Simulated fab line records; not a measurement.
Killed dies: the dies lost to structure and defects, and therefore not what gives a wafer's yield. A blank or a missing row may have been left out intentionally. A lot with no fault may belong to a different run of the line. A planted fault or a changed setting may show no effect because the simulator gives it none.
fab line records -- flow nand_harc
record lots=12, wafers=36, last_day=24
route steps=1159 shown A_BONDPAD@1083 THIN_TSV@1116 END@1159
lots with no fault: from the same line, run without faults
start_h: the number of hours between the record's first day and the start of the first shown wafer of the lot -- wait_h: hours elapsed since this lot's preceding step -- " unchanged from the row above -- L1.1+2: several wafers, shown together as one row -- - no value, or no start given -- * or withheld: withheld -- < > ~ a bound
route shown NAME@n: NAME is a module with steps in the file, n the number in the route of the first one -- usual: mean and standard deviation over wafers with no fault -- same: alike in all rows -- chamber/n: place in a boat -- sites: each site's reading -- _std_site: the standard deviation of these -- _edge_site: outer sites' mean less inner sites' -- radius_mm: for every site, how far away it sits from the centre of the wafer -- mask NAME#n: copy n -- behind: the tool/chamber that last shaped the wafer -- hold: why the lot was held/for how many hours/how that ended -- device: names the non-switching transistor (n, p or np) -- end of line: at the end of the route, the tests of the same wafers -- a step with no rows: only its recipe -- killed: not the wafer's yield, but the dies lost to structure and defects at the first sort -- map: per-die view of a wafer (x killed, . not killed, _ where there is no die)
set.NAME: the run value of the setting; set.NAME@STEP: its run value at that earlier step -- model.NAME: the simulator's own value behind a step, which no gauge read
a sample of lots followed through the steps of the route, with each step as a table and each wafer as a row
services: from which hour (start_h, from the record's first day; less than 0 if before it) a tool's chamber was out of use, for how many hours, and why
## steps
# step NHARC_A_BONDPAD_PRE_CLEAN_26
# recipe time_s=30, temp_c=280, gas=H2/He
# usual heater_power_w=415/61
# same time_s=30
lot.wafer,tool,chamber,start_h,wait_h,heater_power_w
L263.4,pvd_sputter-01,-,-,-,425
L263.6,pvd_sputter-01,-,-,-,489
L263.5,pvd_sputter-01,-,-,-,424
L264.3,pvd_sputter-01,-,-,-,491
L264.5,pvd_sputter-01,-,-,-,491
L264.6,pvd_sputter-01,-,-,-,436
L265.1,pvd_sputter-01,-,-,-,374
L265.4,pvd_sputter-01,-,-,-,422
L265.6,pvd_sputter-01,-,-,-,365
L266.3,pvd_sputter-03,-,-,-,482
L266.1,pvd_sputter-03,-,-,-,402
L266.5,pvd_sputter-03,-,-,-,354
L270.3,pvd_sputter-01,-,-,-,356
L270.4,pvd_sputter-01,-,-,-,316
L270.6,pvd_sputter-01,-,-,-,370
L271.4,pvd_sputter-02,-,-,-,432
L271.1,pvd_sputter-02,-,-,-,387
L271.5,pvd_sputter-02,-,-,-,502
L273.1,pvd_sputter-02,-,-,-,417
L273.4,pvd_sputter-02,-,-,-,382
L273.5,pvd_sputter-02,-,-,-,430
L272.2,pvd_sputter-01,-,-,-,364
L272.4,pvd_sputter-01,-,-,-,314
L272.5,pvd_sputter-01,-,-,-,367
L279.2,pvd_sputter-02,-,-,-,506
L279.4,pvd_sputter-02,-,-,-,381
L279.5,pvd_sputter-02,-,-,-,442
L282.3,pvd_sputter-02,-,-,-,517
L282.2,pvd_sputter-02,-,-,-,430
L282.1,pvd_sputter-02,-,-,-,384
L280.4,pvd_sputter-03,-,-,-,371
L280.2,pvd_sputter-03,-,-,-,468
L280.6,pvd_sputter-03,-,-,-,482
L284.4,pvd_sputter-02,-,-,-,517
L284.2,pvd_sputter-02,-,-,-,428
L284.6,pvd_sputter-02,-,-,-,521
# step NHARC_THIN_TSV_CD_MEAS_12
# recipe target_cd_nm=1000, landing_energy_ev=500
# usual cd_nm=999.4/1.4
lot.wafer,tool,chamber,start_h,wait_h,cd_nm
L263.4,cd_sem-01,0,434.79,-,999.8
L263.5,cd_sem-01,0,434.79,-,1000.2
L263.6,cd_sem-01,0,434.79,-,1003.4
L264.3,cd_sem-01,0,437.27,-,1001.5
L264.5,cd_sem-01,0,437.27,-,1000.6
L264.6,cd_sem-01,0,437.27,-,1001.1
L265.1,cd_sem-01,0,438.38,-,998.8
L265.4,cd_sem-01,0,438.38,-,998.6
L265.6,cd_sem-01,0,438.38,-,1000.3
L266.1,cd_sem-01,0,454.77,-,996.7
L266.3,cd_sem-01,0,454.77,-,996.1
L266.5,cd_sem-01,0,454.77,-,997.8
L270.3,cd_sem-01,0,459.65,-,998.1
L270.4,cd_sem-01,0,459.65,-,999.1
L270.6,cd_sem-01,0,459.65,-,997.7
L271.1,cd_sem-03,0,485.07,-,997.4
L271.4,cd_sem-03,0,485.07,-,998.0
L271.5,cd_sem-03,0,485.07,-,999.1
L273.1,cd_sem-03,0,486.28,-,998.0
L273.4,cd_sem-03,0,486.28,-,997.2
L273.5,cd_sem-03,0,486.28,-,997.2
L272.2,cd_sem-02,0,487.74,-,1000.2
L272.4,cd_sem-02,0,487.74,-,998.0
L272.5,cd_sem-02,0,487.74,-,998.4
L279.2,cd_sem-02,0,529.79,-,999.9
L279.4,cd_sem-02,0,529.79,-,1000.2
L279.5,cd_sem-02,0,529.79,-,1000.5
L282.1,cd_sem-02,0,530.83,-,1000.1
L282.2,cd_sem-02,0,530.83,-,998.8
L282.3,cd_sem-02,0,530.83,-,997.8
L280.2,cd_sem-03,0,539.55,-,1001.0
L280.4,cd_sem-03,0,539.55,-,1001.2
L280.6,cd_sem-03,0,539.55,-,998.9
L284.2,cd_sem-03,0,540.84,-,999.0
L284.4,cd_sem-03,0,540.84,-,999.1
L284.6,cd_sem-03,0,540.84,-,998.5
# step NHARC_THIN_TSV_CD_MEAS_33
# recipe target_cd_nm=5000, landing_energy_ev=500
# usual cd_nm=4999.8/1.9
lot.wafer,tool,chamber,start_h,wait_h,cd_nm
L263.4,cd_sem-01,0,440.76,-,4995.6
L263.5,cd_sem-01,0,440.76,-,4995.2
L263.6,cd_sem-01,0,440.76,-,4996.9
L264.3,cd_sem-03,0,443.14,-,4998.0
L264.5,cd_sem-03,0,443.14,-,5000.2
L264.6,cd_sem-03,0,443.14,-,4999.3
L265.1,cd_sem-03,0,444.35,-,5001.7
L265.4,cd_sem-03,0,444.35,-,4998.8
L265.6,cd_sem-03,0,444.35,-,4998.4
L266.1,cd_sem-02,0,460.98,-,4997.3
L266.3,cd_sem-02,0,460.98,-,4998.1
L266.5,cd_sem-02,0,460.98,-,4998.5
L270.3,cd_sem-01,0,466.14,-,5002.6
L270.4,cd_sem-01,0,466.14,-,5003.6
L270.6,cd_sem-01,0,466.14,-,5001.7
L271.1,cd_sem-01,0,491.19,-,4999.3
L271.4,cd_sem-01,0,491.19,-,5000.0
L271.5,cd_sem-01,0,491.19,-,4999.9
L273.1,cd_sem-02,0,492.34,-,4997.0
L273.4,cd_sem-02,0,492.34,-,4997.2
L273.5,cd_sem-02,0,492.34,-,4997.9
L272.2,cd_sem-03,0,493.72,-,4998.8
L272.4,cd_sem-03,0,493.72,-,4997.8
L272.5,cd_sem-03,0,493.72,-,4999.0
L279.2,cd_sem-01,0,535.82,-,4999.2
L279.4,cd_sem-01,0,535.82,-,5000.0
L279.5,cd_sem-01,0,535.82,-,4999.7
L282.1,cd_sem-02,0,536.92,-,4998.8
L282.2,cd_sem-02,0,536.92,-,4997.8
L282.3,cd_sem-02,0,536.92,-,4997.7
L280.2,cd_sem-02,0,546.83,-,4999.2
L280.4,cd_sem-02,0,546.83,-,5000.4
L280.6,cd_sem-02,0,546.83,-,4997.8
L284.2,cd_sem-02,0,547.99,-,4998.3
L284.4,cd_sem-02,0,547.99,-,4998.9
L284.6,cd_sem-02,0,547.99,-,5000.4
# step NHARC_THIN_TSV_ANNEAL_58
# recipe temp_c=400, time_s=1800
# usual spike_tc_bottom_C=421.9/2.1, spike_tc_centre_C=400.7/1.3, spike_tc_lower_C=400.2/0.95, spike_tc_top_C=429.7/1.9, spike_tc_upper_C=401.1/1.3, zone_power_bottom_pct=6.7/0.37
# same time_s=1800
lot.wafer,tool,chamber,start_h,wait_h,spike_tc_bottom_C,spike_tc_centre_C,spike_tc_lower_C,spike_tc_top_C,spike_tc_upper_C,zone_power_bottom_pct
L263.4,furnace-03,0,444.54,2.3,420.9,400.3,401.5,429.2,401.8,6.7
L263.5,furnace-03,0,444.54,2.3,422.0,400.2,400.3,428.0,402.3,6.7
L263.6,furnace-03,0,444.54,2.3,422.2,402.4,400.1,428.0,402.1,6.8
L264.3,furnace-05,0,447.36,2.8,419.5,402.5,399.9,432.7,398.8,7.2
L264.5,furnace-05,0,447.36,2.8,423.4,402.5,399.6,431.5,398.9,7.1
L264.6,furnace-05,0,447.36,2.8,420.3,401.0,400.8,432.1,399.5,7.1
L265.1,furnace-05,0,447.36,1.5,421.0,402.0,400.5,432.2,398.2,7.1
L265.4,furnace-05,0,447.36,1.5,420.4,402.6,398.9,432.1,398.4,7.0
L265.6,furnace-05,0,447.36,1.5,421.3,402.5,401.7,433.5,397.7,7.2
L266.1,furnace-04,0,464.70,2.0,424.2,398.5,399.4,430.6,400.1,6.0
L266.3,furnace-04,0,464.70,2.0,425.2,397.9,398.6,431.9,400.7,6.2
L266.5,furnace-04,0,464.70,2.0,425.7,400.3,400.1,430.4,400.1,6.1
L270.3,furnace-03,0,470.58,3.0,420.8,399.7,400.7,428.2,402.0,7.0
L270.4,furnace-03,0,470.58,3.0,422.3,401.5,400.0,428.3,402.1,6.8
L270.6,furnace-03,0,470.58,3.0,419.2,401.4,400.1,428.1,401.6,6.8
L271.1,furnace-03,0,497.58,4.7,446.9,426.2,426.6,454.3,428.7,7.8
L271.4,furnace-03,0,497.58,4.7,446.9,428.8,426.6,454.4,427.5,7.6
L271.5,furnace-03,0,497.58,4.7,446.5,427.0,428.7,456.6,428.4,7.7
L272.2,furnace-03,0,497.58,2.4,447.1,428.3,430.4,455.8,429.3,7.7
L272.4,furnace-03,0,497.58,2.4,447.6,426.9,429.1,454.2,428.8,7.9
L272.5,furnace-03,0,497.58,2.4,447.5,427.2,426.9,454.4,429.1,7.6
L273.1,furnace-03,0,497.58,3.7,446.6,428.0,426.4,455.2,428.1,7.8
L273.4,furnace-03,0,497.58,3.7,448.1,431.3,428.0,454.0,429.0,7.6
L273.5,furnace-03,0,497.58,3.7,448.7,428.0,426.6,455.1,429.8,7.8
L279.2,furnace-04,0,540.45,3.2,425.5,399.1,398.9,429.7,399.6,6.2
L279.4,furnace-04,0,540.45,3.2,425.6,400.7,400.9,431.6,401.0,6.1
L279.5,furnace-04,0,540.45,3.2,424.6,400.1,399.8,432.6,401.7,6.1
L282.1,furnace-04,0,540.45,2.1,426.4,399.7,400.2,430.9,399.2,6.1
L282.2,furnace-04,0,540.45,2.1,425.9,397.9,400.4,431.0,400.9,6.1
L282.3,furnace-04,0,540.45,2.1,424.2,398.0,401.7,432.4,401.0,6.1
L280.2,furnace-04,0,551.45,3.0,424.6,398.6,401.7,430.4,402.1,6.1
L280.4,furnace-04,0,551.45,3.0,424.8,398.8,400.0,429.8,403.4,6.1
L280.6,furnace-04,0,551.45,3.0,425.9,397.6,399.4,431.9,400.6,6.1
L284.2,furnace-04,0,551.45,2.0,425.9,399.6,398.9,432.4,401.5,6.1
L284.4,furnace-04,0,551.45,2.0,425.8,399.2,400.3,431.8,401.2,6.2
L284.6,furnace-04,0,551.45,2.0,425.7,400.2,400.1,430.3,399.8,6.1
# step NHARC_END_SORT_01
# recipe temp_c=25
# usual defect_limited_yield=95.7/1.5, killed_at_array=25/9.8, killed_at_other=0.8/1.1, killed_at_periphery=3.3/2.1, killed_dies=29/10, killed_open=3.3/1.8, killed_short=1.9/1.4, sort_bin_2_pct=1.3/0.6, sort_bin_3_pct=0.25/0.23, sort_bin_4_pct=2.8/0.97, sort_n_pass=648/10, sort_rim_yield_pct=95/3.2, sort_yield_pct=95.7/1.5
# same gross_dies=677, sort_bin_5_pct[%]=0, sort_bin_6_pct[%]=0, sort_bin_7_pct[%]=0, sort_bin_8_pct[%]=0, sort_rim_n_gross=106.00
lot.wafer,tool,chamber,start_h,wait_h,defect_limited_yield[%],killed_at_array,killed_at_other,killed_at_periphery,killed_dies,killed_open,killed_short,sort_bin_2_pct[%],sort_bin_3_pct[%],sort_bin_4_pct[%],sort_n_pass,sort_rim_yield_pct[%],sort_yield_pct[%]
L265.1,prober-02,0,472.51,2.5,96.0,23,0,4,27,3,3,1.3,0.15,2.5,650,94,96.0
L265.4,prober-02,0,474.90,3.4,96.9,19,0,2,21,4,1,1.0,0.30,1.8,656,97,96.9
L265.6,prober-02,0,476.50,4.0,95.6,26,0,4,30,7,3,1.0,0,3.4,647,92,95.6
L270.4,prober-01,0,485.93,3.4,97.3,15,0,3,18,3,0,1.2,0.15,1.3,659,99,97.3
L270.6,prober-01,0,487.52,4.0,97.5,15,1,1,17,3,4,0.9,0.15,1.5,660,98,97.5
L273.1,prober-02,0,502.06,2.5,96.5,22,0,2,24,5,5,1.2,0.15,2.2,653,93,96.5
L273.4,prober-02,0,504.45,3.4,97.2,17,1,1,19,3,2,0.9,0,1.9,658,94,97.2
L273.5,prober-02,0,505.25,3.7,96.8,19,1,2,22,3,3,0.9,0.44,1.9,655,94,96.8
L271.1,prober-01,0,502.11,2.5,96.6,19,0,4,23,1,0,1.6,0.15,1.6,654,99,96.6
L271.4,prober-01,0,504.49,3.4,95.3,26,0,6,32,4,1,1.0,0.30,3.4,645,94,95.3
L271.5,prober-01,0,505.28,3.7,96.5,19,0,5,24,2,2,0.6,0.15,2.8,653,96,96.5
L272.2,prober-02,0,510.65,2.8,93.1,40,4,3,47,4,1,2.4,0.44,4.1,630,98,93.1
L272.4,prober-02,0,512.24,3.4,95.6,24,3,3,30,1,3,0.9,0.15,3.4,647,92,95.6
L272.5,prober-02,0,513.04,3.7,94.5,35,1,1,37,0,2,1.5,0.15,3.8,640,96,94.5
L282.1,prober-01,0,555.95,2.5,96.8,17,0,5,22,4,0,0.9,0.15,2.2,655,94,96.8
L282.2,prober-01,0,556.75,2.8,96.6,18,1,4,23,3,0,1.0,0.30,2.1,654,94,96.6
L282.3,prober-01,0,557.54,3.1,96.8,16,0,6,22,6,2,0.4,0.15,2.7,655,94,96.8
# killed by level:class
L265.1 A_CONTACT:chamber_film_flake=5 A_WL_FILL:chamber_film_flake=4 A_M1:chamber_film_flake=4 A_CHANNEL_HOLE_D1:chamber_film_flake=2 A_STAIRCASE:chamber_film_flake=2 P_CONTACT:geometric_particle:open=1 P_M0:geometric_particle:short=1 A_ONON_D1:geometric_particle:open=1
L265.4 A_SLIT:chamber_film_flake=6 A_CHANNEL_HOLE_D1:chamber_film_flake=4 A_CONTACT:chamber_film_flake=3 P_CONTACT:geometric_particle:open=1 A_ONON_D1:geometric_particle:open=1 A_CHANNEL_FILL_D1:geometric_particle:short=1 A_CONTACT:geometric_particle:open=1 A_M0:geometric_particle:open=1
L265.6 A_SLIT:chamber_film_flake=7 A_STAIRCASE:chamber_film_flake=4 P_M0:chamber_film_flake=3 A_ONON_D1:geometric_particle:open=2 A_M0:geometric_particle:open=2 A_M1:chamber_film_flake=2 A_ONON_D1:geometric_particle:short=1 A_CHANNEL_FILL_D1:geometric_particle:short=1
L270.4 A_CHANNEL_HOLE_D1:chamber_film_flake=8 P_ZERO_WELL:chamber_film_flake=3 A_STAIRCASE:chamber_film_flake=2 A_ONON_D1:geometric_particle:open=1 A_CONTACT:geometric_particle:open=1 A_BLC:geometric_particle:open=1 A_WL_FILL:chamber_film_flake=1 A_CONTACT:chamber_film_flake=1
L270.6 A_CHANNEL_HOLE_D1:chamber_film_flake=6 A_CONTACT:chamber_film_flake=2 P_M1:geometric_particle:short=1 A_SOURCE_PLATE:geometric_particle:short=1 A_CHANNEL_FILL_D1:geometric_particle:open=1 A_WL_FILL:geometric_particle:open=1 A_WL_FILL:geometric_particle:short=1 A_M0:geometric_particle:short=1
L273.1 A_CHANNEL_HOLE_D1:chamber_film_flake=5 A_WL_FILL:geometric_particle:short=4 A_SGD_CUT:geometric_particle:open=2 P_CONTACT:chamber_film_flake=2 A_STAIRCASE:chamber_film_flake=2 A_SGD_CUT:chamber_film_flake=2 A_CONTACT:chamber_film_flake=2 A_ONON_D1:geometric_particle:open=1
L271.1 A_CONTACT:chamber_film_flake=6 A_CHANNEL_FILL_D1:chamber_film_flake=5 A_CHANNEL_HOLE_D1:chamber_film_flake=4 P_STI:chamber_film_flake=3 A_STAIRCASE:chamber_film_flake=3 A_CONTACT:geometric_particle:open=1 P_GATE:chamber_film_flake=1
L273.4 A_CHANNEL_HOLE_D1:chamber_film_flake=3 A_SGD_CUT:chamber_film_flake=3 A_CONTACT:chamber_film_flake=3 A_STAIRCASE:chamber_film_flake=2 A_CHANNEL_FILL_D1:geometric_particle:open=1 A_WL_FILL:geometric_particle:short=1 A_CONTACT:geometric_particle:open=1 A_M0:geometric_particle:open=1
L271.4 A_STAIRCASE:chamber_film_flake=8 A_CONTACT:chamber_film_flake=7 P_CONTACT:chamber_film_flake=4 A_CHANNEL_HOLE_D1:chamber_film_flake=3 A_ONON_D1:geometric_particle:open=2 P_GATE:chamber_film_flake=2 A_ZERO_WELL:chamber_film_flake=2 A_SOURCE_PLATE:geometric_particle:open=1
L273.5 A_CHANNEL_HOLE_D1:chamber_film_flake=9 A_SGD_CUT:chamber_film_flake=3 A_CHANNEL_FILL_D1:geometric_particle:short=2 P_M0:geometric_particle:open=1 A_WL_FILL:geometric_particle:open=1 A_CONTACT:geometric_particle:open=1 A_M0:geometric_particle:short=1 P_GATE:chamber_film_flake=1
L271.5 A_STAIRCASE:chamber_film_flake=5 A_CHANNEL_HOLE_D1:chamber_film_flake=4 P_CONTACT:chamber_film_flake=3 A_CONTACT:chamber_film_flake=3 P_STI:chamber_film_flake=2 A_CHANNEL_FILL_D1:chamber_film_flake=2 A_CHANNEL_FILL_D1:geometric_particle:short=1 A_CHANNEL_FILL_D1:geometric_particle:open=1
L272.2 A_SLIT:chamber_film_flake=14 A_CHANNEL_HOLE_D1:chamber_film_flake=13 A_CONTACT:chamber_film_flake=4 THIN_TSV:chamber_film_flake=4 P_GATE:chamber_film_flake=2 A_CHANNEL_FILL_D1:chamber_film_flake=2 A_M0:chamber_film_flake=2 P_M1:geometric_particle:open=1
L272.4 A_CHANNEL_HOLE_D1:chamber_film_flake=10 A_SLIT:chamber_film_flake=5 THIN_TSV:chamber_film_flake=3 A_CHANNEL_FILL_D1:chamber_film_flake=2 A_STAIRCASE:chamber_film_flake=2 P_GATE:geometric_particle:short=1 P_M0:geometric_particle:short=1 A_CONTACT:geometric_particle:open=1
L272.5 A_SLIT:chamber_film_flake=17 A_CHANNEL_HOLE_D1:chamber_film_flake=9 A_STAIRCASE:chamber_film_flake=3 A_M0:chamber_film_flake=2 A_ONON_D1:geometric_particle:short=1 A_CHANNEL_FILL_D1:geometric_particle:short=1 P_GATE:chamber_film_flake=1 A_SGD_CUT:chamber_film_flake=1
L282.1 A_STAIRCASE:chamber_film_flake=6 A_CHANNEL_HOLE_D1:chamber_film_flake=5 A_CONTACT:chamber_film_flake=4 P_GATE:geometric_particle:open=1 P_M0:geometric_particle:open=1 P_M2:geometric_particle:open=1 A_BLC:geometric_particle:open=1 P_STI:chamber_film_flake=1
L282.2 A_CHANNEL_HOLE_D1:chamber_film_flake=10 A_CONTACT:chamber_film_flake=5 P_STI:chamber_film_flake=3 A_STAIRCASE:chamber_film_flake=2 P_CONTACT:geometric_particle:open=1 A_BLC:geometric_particle:open=1 STARTING-WAFER:geometric_particle:open=1
L282.3 A_CHANNEL_HOLE_D1:chamber_film_flake=4 A_CONTACT:chamber_film_flake=4 A_CONTACT:geometric_particle:open=3 P_STI:chamber_film_flake=3 A_STAIRCASE:chamber_film_flake=2 P_GATE:geometric_particle:open=1 P_M2:geometric_particle:open=1 A_SGD_CUT:geometric_particle:short=1
## services
tool,chamber,start_h,hours,kind
furnace-05,-,404.53,26.0,pm
pvd_sputter-01,-,423.68,14.6,repair
pvd_sputter-01,-,452.56,1.1,repair
pvd_sputter-03,-,456.19,2.4,repair
pvd_sputter-03,-,487.68,5.5,repair
pvd_sputter-01,-,518.03,10.0,pm
## key
first_sign step=NHARC_THIN_TSV_ANNEAL_58, reading=spike_tc_lower_C, direction=up, sigmas=29, usual=400.2, struck=427.7
effect step=NHARC_THIN_TSV_ANNEAL_58, reading=spike_tc_upper_C, direction=up, sigmas=22, usual=401.1, struck=428.7
met_at NHARC_THIN_TSV_ANNEAL_58
struck_lots L271,L272,L273
not_acting_at NHARC_A_BONDPAD_PRE_CLEAN_26,NHARC_THIN_TSV_CD_MEAS_12,NHARC_THIN_TSV_CD_MEAS_33
onset_between 470.58 497.58
fault kind=process_parameter_drift, tool=furnace-03, chamber=-, onset_h=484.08, steps=NHARC_THIN_TSV_ANNEAL_58, channel=temp_c, offset=*, shape=step, end_h=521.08, acts_in=*, stated=*
